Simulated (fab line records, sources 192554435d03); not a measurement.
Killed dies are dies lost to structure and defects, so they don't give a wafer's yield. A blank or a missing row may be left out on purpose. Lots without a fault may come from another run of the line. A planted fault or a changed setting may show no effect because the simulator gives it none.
Split-lot experiment | flow n5_finfet | 7 lots, 21 wafers read, on a route of 1938 steps

THE SPLIT
At N5_BEOL_M6_HM_DEP_02 (deposits TiN, target thk 20 nm), the setting target_thk_a was moved away from the recipe's 200 angstrom on 11 of the 21 wafers read, by -13.2% to +13.5%. The other wafers ran this setting at the recipe's value.

FROM THE SPLIT TO THE READING: what the file shows between them, 5 steps
- N5_BEOL_M6_COAT_59: time 60 s, resist thk 100 nm
- N5_BEOL_M6_COAT_60: time 60 s, resist thk 35 nm
- N5_BEOL_M6_STRIP_68: strips in N2/H2
- N5_BEOL_M6_STRIP_67: strips in CF4
- N5_BEOL_M6_HM_OPEN_17: chemistry Cl2/BCl3, target TiN, target depth 20 nm, overetch 6 nm

THE READING
TiN_of_BEOL_M6_HM_DEP_02.thk_nm (the simulator's own value, which no gauge read), in nm, at N5_BEOL_M6_TRENCH_ETCH_37 (etches SiCOH lowk in C4F6/O2, target depth 94.435 nm, time 31.5 s). The file gives no usual value for it. The 10 wafers here that ran the recipe average 17.3 nm, standard deviation 0.24 nm.

wafer  | tool, chamber at the split | target_thk_a as run, angstrom | against the recipe | TiN_of_BEOL_M6_HM_DEP_02.thk_nm, nm | against lot-mates on the recipe
L082.1 | pvd_sputter-03, -          | 200                           | recipe             | 16.8                                | -
L082.2 | pvd_sputter-03, -          | 226.9                         | +13.5%             | 20.2                                | +3.1
L082.4 | pvd_sputter-03, -          | 200                           | recipe             | 17.4                                | -
L077.2 | pvd_sputter-02, -          | 200                           | recipe             | 17.2                                | -
L077.4 | pvd_sputter-02, -          | 176.9                         | -11.5%             | 14.8                                | -2.4
L077.5 | pvd_sputter-02, -          | 176.9                         | -11.5%             | 14.6                                | -2.6
L083.2 | pvd_sputter-02, -          | 200                           | recipe             | 17.2                                | -
L083.4 | pvd_sputter-02, -          | 173.6                         | -13.2%             | 14.8                                | -2.4
L083.5 | pvd_sputter-02, -          | 173.6                         | -13.2%             | 14.8                                | -2.4
L086.1 | pvd_sputter-02, -          | 200                           | recipe             | 17.4                                | -
L086.3 | pvd_sputter-02, -          | 178.6                         | -10.7%             | 15                                  | -2.4
L086.5 | pvd_sputter-02, -          | 178.6                         | -10.7%             | 15.4                                | -2.0
L087.1 | pvd_sputter-01, -          | 186.1                         | -7.0%              | 16.2                                | -1.4
L087.2 | pvd_sputter-01, -          | 200                           | recipe             | 17.6                                | -
L087.4 | pvd_sputter-01, -          | 186.1                         | -7.0%              | 15.6                                | -2.0
L090.2 | pvd_sputter-01, -          | 224.8                         | +12.4%             | 20                                  | +3.0
L090.3 | pvd_sputter-01, -          | 200                           | recipe             | 17                                  | -
L090.5 | pvd_sputter-01, -          | 224.8                         | +12.4%             | 19.8                                | +2.8
L092.1 | pvd_sputter-02, -          | 200                           | recipe             | 17.4                                | -
L092.4 | pvd_sputter-02, -          | 200                           | recipe             | 17.4                                | -
L092.2 | pvd_sputter-02, -          | 200                           | recipe             | 17.6                                | -

THE FIT
A straight line over all 21 wafers: TiN_of_BEOL_M6_HM_DEP_02.thk_nm changes by +0.206 nm for each +1% of target_thk_a; r = +0.99; the points scatter about the line by 0.24 nm.
The same after taking each lot's own level away (the mean of its wafers on the recipe; 21 wafers): +0.216 nm for each +1%; r = +0.99; scatter 0.24 nm.
On that fit, the largest move of target_thk_a shifts the reading by 2.9 nm.
The lots' own levels span 17.00 to 17.60 nm, that is 2.5 times the standard deviation above.
So the lot-to-lot level changes the slope little: the two slopes agree.
Check: with one of the wafers moved furthest among these (+13.5%) left out of the fit, the line predicts +2.93 nm for it against its lot-mates. It came out at +3.1 nm against them.

OTHER SPLITS ON THESE WAFERS
These wafers also went through other splits before the reading. Each is held against what the fit with the lots' levels taken away leaves over:
other split on the same wafers | wafers away from the commonest value | r with TiN_of_BEOL_M6_HM_DEP_02.thk_nm (lot level and that fit taken away)
N5_BEOL_M4_COAT_73 spin_rpm    | 6                                    | +0.32
N5_BEOL_M4_DESCUM_33 time_s    | 8                                    | -0.10
N5_BEOL_M4_ETCH_70 bias_w      | 12                                   | -0.12
N5_BEOL_M5_ETCH_72 bias_w      | 8                                    | -0.07
N5_BEOL_M6_ILD_DEP_00 time_s   | 6                                    | +0.05

THE WHOLE CHAIN: every reading that the file lists as answering this split, in the file's order
step                      | what it does                                                      | reading                                                                          | change (the file's fit)               | r (the file's)
N5_BEOL_M6_HM_DEP_02      | deposits TiN, target thk 20 nm                                    | TiN_of_BEOL_M6_HM_DEP_02.thk_nm (the simulator's own value, which no gauge read) | +0.208 nm for each +1% of the setting | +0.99
N5_BEOL_M6_HM_OPEN_17     | chemistry Cl2/BCl3, target TiN, target depth 20 nm, overetch 6 nm | etch.depth_nm (the simulator's own value, which no gauge read)                   | +0.206 nm for each +1% of the setting | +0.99
N5_BEOL_M6_TRENCH_ETCH_37 | etches SiCOH lowk in C4F6/O2, target depth 94.435 nm, time 31.5 s | TiN_of_BEOL_M6_HM_DEP_02.thk_nm (the simulator's own value, which no gauge read) | +0.216 nm for each +1% of the setting | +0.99

THE FILE'S OWN FIT
TiN_of_BEOL_M6_HM_DEP_02.thk_nm changes by +0.216 nm for each +1% of target_thk_a, r = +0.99.
